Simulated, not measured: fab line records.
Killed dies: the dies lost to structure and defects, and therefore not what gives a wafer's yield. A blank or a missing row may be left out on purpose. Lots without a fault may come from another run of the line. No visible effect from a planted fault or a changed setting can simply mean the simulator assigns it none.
Matching of chambers    flow n5-finfet    N5_HKMG_FIN_ETCH_67 on rie-diel-06 has 4 sister chambers
The step etches SOC in N2/H2, stops on TiN, target depth 388.9 nm. 4 wafers are shown with their chamber, then 9 later ones without.

WAFERS WITH THEIR CHAMBER
wafer   chamber  showerhead-plenum-p-Torr (Torr)
L079.6  1        2.61
L082.6  0        2.47
L085.2  2        2.58
L085.6  3        2.65

WAFERS MISSING THEIR CHAMBER
wafer   showerhead-plenum-p-Torr (Torr)
L088.1  2.57
L088.4  2.46
L088.5  2.65
L090.1  2.60
L090.5  2.65
L090.6  2.46
L095.1  2.64
L095.3  2.57
L095.6  2.64

WHICH CHAMBER EACH ONE RAN IN
wafer   from the rows above      in truth
L088.1  2                        2
L088.4  0                        0
L088.5  3                        3
L090.1  can't be placed: 1 or 2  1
L090.5  3                        3
L090.6  0                        0
L095.1  3                        3
L095.3  2                        2
L095.6  3                        3
Correct placement for 8 of the 9. Cannot be placed on the basis of these rows: 1; the candidates contain the true chamber in 1. Wrongly placed: 0.
How it was worked out, from the rows above alone: a wafer's distance from a chamber is the root of the sum, over the readings, of the square of ((its reading less the chamber's mean) divided by the reading's scatter). If the next closest chamber is less than 2 further off than the closest, the wafer can't be placed; otherwise it belongs to the closest. Each chamber's mean is taken over the wafers shown for it. The scatter (one wafer shown for each chamber): square how far every hidden wafer sits from the nearest shown wafer, average those squares and take the square root.
